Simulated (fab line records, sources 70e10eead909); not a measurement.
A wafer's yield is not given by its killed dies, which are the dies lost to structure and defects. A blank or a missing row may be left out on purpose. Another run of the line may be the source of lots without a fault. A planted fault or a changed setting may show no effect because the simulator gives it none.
The tool behind it: which one? ; flow nand harc ; 33 wafers sampled from 11 lots at 1 step of a route of 1159

## WHAT THE GAUGES READ, wafer by wafer
NHARC_A_CONTACT_OVL_MEAS_43.
lot;measured;on;overlay x nm (nm)
L700;day 16 06:31;overlay-01;-0.2 -0.2 -0.3
L699;day 16 10:38;overlay-02;1.1 1.0 1.4
L701;day 16 16:44;overlay-01;-0.2 0.4 0.2
L702;day 16 17:31;overlay-01;0.1 0.0 0.3
L703;day 17 19:30;overlay-01;0.1 0.2 0.3
L714;day 19 21:02;overlay-02;0.1 -0.1 -0.5
L715;day 20 15:12;overlay-01;-0.3 -0.4 -0.1
L718;day 20 16:02;overlay-02;1.1 1.2 1.1
L716;day 20 21:41;overlay-02;0.4 0.1 0.6
L719;day 21 12:41;overlay-02;0.3 0.7 0.5
L717;day 21 15:22;overlay-02;-1.4 -0.6 -0.6

## WHAT TOOL EACH LOT RAN ON (gives the tool, then ch and the chambers of the sampled wafers, and finally the start)
The record shows no process step preceding these readings.

## THE ANSWER, worked out from the rows above alone
Rule: the lots themselves supply what counts as usual. The widest of any qualifying gaps counts: lots, ordered by their means at a reading, are off when they make up no more than a third of the lots, leave a main group of 4 or more, and stand apart from it by 3 or more times the standard deviation of that group's means. A main group is skipped when, at the precision printed for the reading in the tables above, its means are all equal. A lot without any number at a reading at which 4 lots or more have one is off too. The other lots that the step has rows for count as sound.
Nothing can be told from this: no lot is off at any reading shown.

## WHAT WAS PUT IN BY THE SIMULATOR
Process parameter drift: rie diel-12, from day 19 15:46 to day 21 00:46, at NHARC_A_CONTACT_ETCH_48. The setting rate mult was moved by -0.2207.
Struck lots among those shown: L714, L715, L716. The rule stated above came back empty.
